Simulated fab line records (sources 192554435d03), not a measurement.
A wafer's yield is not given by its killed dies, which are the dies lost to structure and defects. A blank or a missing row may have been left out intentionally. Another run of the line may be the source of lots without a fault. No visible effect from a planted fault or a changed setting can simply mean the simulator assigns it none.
The tool behind it: which one?    flow n5Finfet    9 lots, 27 wafers sampled, at 6 steps of a route of 1938

== WHAT THE GAUGES SHOWED, per wafer ==
N5_BEOL_M4_RC_MEAS_101.
lot   measured      on         DIBL_N (mV/V)
L878  day 7 13:15   prober-01  38.7 35.2 33.1
L880  day 8 05:15   prober-01  40.3 39.0 38.0
L882  day 8 22:30   prober-01  37.9 33.1 34.5
L883  day 9 03:58   prober-01  36.8 39.4 35.4
L884  day 9 09:02   prober-01  36.1 37.2 36.5
L895  day 11 20:03  prober-02  34.8 32.5 34.2
L897  day 12 14:08  prober-01  40.3 40.3 35.6
L898  day 12 21:37  prober-01  37.9 34.5 35.7
L901  day 13 12:54  prober-02  36.6 37.9 37.5

== EACH LOT AND THE TOOL THAT RAN IT (in order: tool; ch and the chambers of the sampled wafers; start) ==
lot   N5_BEOL_M0_ETCH_138                N5_BEOL_M0_HM_STRIP_129             N5_BEOL_M0_DEGAS_112         N5_BEOL_M0_SURFACE_TREAT_137  N5_BEOL_M0_CMP_120
L878  rieDiel-03 ch 0,2,3, day 5 17:53   wetBench-03 ch 4,5,7, day 5 18:37   pvdSputter-02, day 5 20:20   pvdSputter-02, day 5 20:44    cmp-03 ch 0,2,3, day 5 21:52
L880  rieDiel-03 ch 0,2,3, day 6 09:24   wetBench-03 ch 0,2,5, day 6 11:36   pvdSputter-03, day 6 13:27   pvdSputter-03, day 6 13:55    cmp-01 ch 0,2,3, day 6 15:07
L882  rieDiel-03 ch 0,1,2, day 6 18:01   wetBench-04 ch 1,2,7, day 6 20:34   pvdSputter-03, day 6 21:34   pvdSputter-01, day 6 23:19    cmp-02 ch 1,2,3, day 7 00:28
L883  rieDiel-01 ch 0,1,3, day 6 22:03   wetBench-03 ch 4,6,7, day 7 01:04   pvdSputter-02, day 7 02:41   pvdSputter-02, day 7 03:05    cmp-02 ch 1,3, day 7 04:14
L884  rieDiel-03 ch 0,1,3, day 7 07:29   wetBench-03 ch 0,1,2, day 7 08:25   pvdSputter-03, day 7 09:01   pvdSputter-03, day 7 09:25    cmp-03 ch 1,2,3, day 7 11:38
L895  rieDiel-03 ch 0,1, day 9 23:16     wetBench-03 ch 1,4,5, day 10 00:42  pvdSputter-03, day 10 02:43  pvdSputter-03, day 10 03:06   cmp-02 ch 2,3, day 10 04:43
L897  rieDiel-03 ch 0,2,3, day 10 11:56  wetBench-03 ch 5,6,7, day 10 12:52  pvdSputter-03, day 10 14:40  pvdSputter-01, day 10 15:10   cmp-03 ch 1,2, day 10 16:17
L898  rieDiel-03 ch 0,2,3, day 11 01:56  wetBench-04 ch 3,5,7, day 11 04:10  pvdSputter-02, day 11 04:49  pvdSputter-01, day 11 06:31   cmp-01 ch 1,2, day 11 07:37
L901  rieDiel-01 ch 1,2,3, day 11 13:56  wetBench-04 ch 1,2,5, day 11 14:41  pvdSputter-02, day 11 15:16  pvdSputter-03, day 11 15:49   cmp-03 ch 0,1,2, day 11 17:55
- N5_BEOL_M0_ETCH_138: etches SiCN in CH3F/O2, target depth 12 nm, time 31.6 s.
- N5_BEOL_M0_HM_STRIP_129: strips TiN in peroxide tin strip, target depth 17 nm, time 108 s.
- N5_BEOL_M0_DEGAS_112: time 60 s.
- N5_BEOL_M0_SURFACE_TREAT_137
- N5_BEOL_M0_CMP_120: polishes, stops on SiOC, t overpolish 6.9 s.

== THE ANSWER, worked out from the rows above alone ==
Rule: usual is defined by the lots themselves. The widest of any qualifying gaps counts: lots, ordered by their means at a reading, are off when they make up no more than a third of the lots, leave a main group of 4 or more, and stand apart from it by 3 or more times the standard deviation of that group's means. Not used: any main group whose means are identical at the precision the tables above print for the reading. A lot without any number at a reading at which 4 lots or more have one is off too. Where the step has rows for the other lots, those lots are counted as sound.
None of the lots is off at any reading shown; this tells nothing.

== WHAT THE SIMULATOR HAD PUT IN ==
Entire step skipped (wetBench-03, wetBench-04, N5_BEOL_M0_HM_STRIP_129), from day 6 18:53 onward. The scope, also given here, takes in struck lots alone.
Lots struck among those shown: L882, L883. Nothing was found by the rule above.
